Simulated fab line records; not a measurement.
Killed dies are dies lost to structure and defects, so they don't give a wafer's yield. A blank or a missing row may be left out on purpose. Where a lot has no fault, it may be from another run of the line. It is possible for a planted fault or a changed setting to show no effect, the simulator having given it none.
Lot-split experiment ; flow n5-finfet ; 21 wafers read from 7 lots, route of 1938 steps

== ABOUT THE SPLIT ==
At N5_HKMG_FIN_ETCH_55 (etches SOC in N2/H2, target depth 240 nm, time 300 s), the setting time-s was moved away from the recipe's 300 s on 5 of the 21 wafers read, by -15.0% to +13.5%. The other wafers ran this setting at the recipe's value.

The split's own step is where the reading is taken.

== THE READING ==
SiARC_of_HKMG_FIN_COAT_42.thk-nm (the simulator's own value, which no gauge read), in nm, at N5_HKMG_FIN_ETCH_55 (etches SOC in N2/H2, target depth 240 nm, time 300 s). No usual value for it is given in the file. Here, 16 wafers ran the recipe; their average is 20.9 nm with a standard deviation of 0.53 nm.

wafer;tool, chamber at the split;time-s as run, s;against the recipe;SiARC_of_HKMG_FIN_COAT_42.thk-nm, nm;against lot-mates on the recipe
L076.3;rie-diel-02, 2;300;recipe;21.4;-
L076.4;rie-diel-02, 0;300;recipe;20.4;-
L076.6;rie-diel-02, 0;300;recipe;20.4;-
L078.1;rie-diel-02, 2;255.1;-15.0%;23.2;+2.4
L078.2;rie-diel-02, 0;300;recipe;20.4;-
L078.5;rie-diel-02, 2;300;recipe;21.2;-
L079.1;rie-diel-02, 3;300;recipe;21;-
L079.2;rie-diel-02, 0;340.6;+13.5%;18.4;-2.5
L079.5;rie-diel-02, 3;300;recipe;20.8;-
L081.1;rie-diel-02, 0;300;recipe;20.4;-
L081.2;rie-diel-02, 1;340.1;+13.4%;18.2;-2.6
L081.4;rie-diel-02, 2;300;recipe;21.2;-
L082.2;rie-diel-03, 0;281.2;-6.3%;21.4;-0.6
L082.3;rie-diel-03, 1;300;recipe;22;-
L082.5;rie-diel-03, 1;300;recipe;22;-
L084.2;rie-diel-02, 3;300;recipe;21;-
L084.3;rie-diel-02, 1;300;recipe;20.2;-
L084.5;rie-diel-02, 3;300;recipe;21;-
L095.2;rie-diel-02, 3;300;recipe;20.8;-
L095.3;rie-diel-02, 2;281.3;-6.2%;21.8;+1.1
L095.5;rie-diel-02, 3;300;recipe;20.6;-

THE FIT
A straight line over all 21 wafers: SiARC_of_HKMG_FIN_COAT_42.thk-nm changes by -0.17 nm for each +1% of time-s; r = -0.89; the points scatter about the line by 0.51 nm.
The same after taking each lot's own level away (the mean of its wafers on the recipe; 21 wafers): -0.162 nm for each +1%; r = -0.89; scatter 0.48 nm.
According to that fit, moving time-s by its largest amount changes the reading by 2.4 nm.
Measured against the standard deviation above, the lots' own levels, which go from 20.70 to 22.00 nm, span 2.5 times it.
So the lot-to-lot level changes the slope little: the two slopes agree.
Check: for one of the wafers moved furthest among these (-15.0%), held out of the fit, the line's prediction against its lot-mates is +2.27 nm. It came out at +2.4 nm against them.

== THE OTHER SPLITS THESE WAFERS WENT THROUGH ==
Before the reading, these wafers also passed through other splits. Each is held against what the fit with the lots' levels taken away leaves over:
other split on the same wafers;wafers away from the commonest value;r with SiARC_of_HKMG_FIN_COAT_42.thk-nm (lot level and that fit taken away)
N5_SD_EPI_N_PEB_07 peb-time-s;7;-0.31
N5_SD_EPI_N_ETCH_45 target-depth-a;7;-0.06
N5_SDB_COAT_04 spin-rpm;5;-0.01
N5_HKMG_FIN_COAT_43 spin-rpm;7;+0.14

== THE WHOLE CHAIN: every reading that the file lists as answering this split, in the file's order ==
step;what it does;reading;change (the file's fit);r (the file's)
N5_HKMG_FIN_ETCH_55;etches SOC in N2/H2, target depth 240 nm, time 300 s;HKMG_FIN.feature-depth-nm (the simulator's own value, which no gauge read);+2.71 nm for each +1% of the setting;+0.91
N5_HKMG_FIN_ETCH_55;etches SOC in N2/H2, target depth 240 nm, time 300 s;etch.depth-nm (the simulator's own value, which no gauge read);+2.72 nm for each +1% of the setting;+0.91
N5_HKMG_FIN_ETCH_55;etches SOC in N2/H2, target depth 240 nm, time 300 s;SiARC_of_HKMG_FIN_COAT_42.thk-nm (the simulator's own value, which no gauge read);-0.162 nm for each +1% of the setting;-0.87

== FILE'S OWN FIT ==
SiARC_of_HKMG_FIN_COAT_42.thk-nm changes by -0.162 nm for each +1% of time-s, r = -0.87.
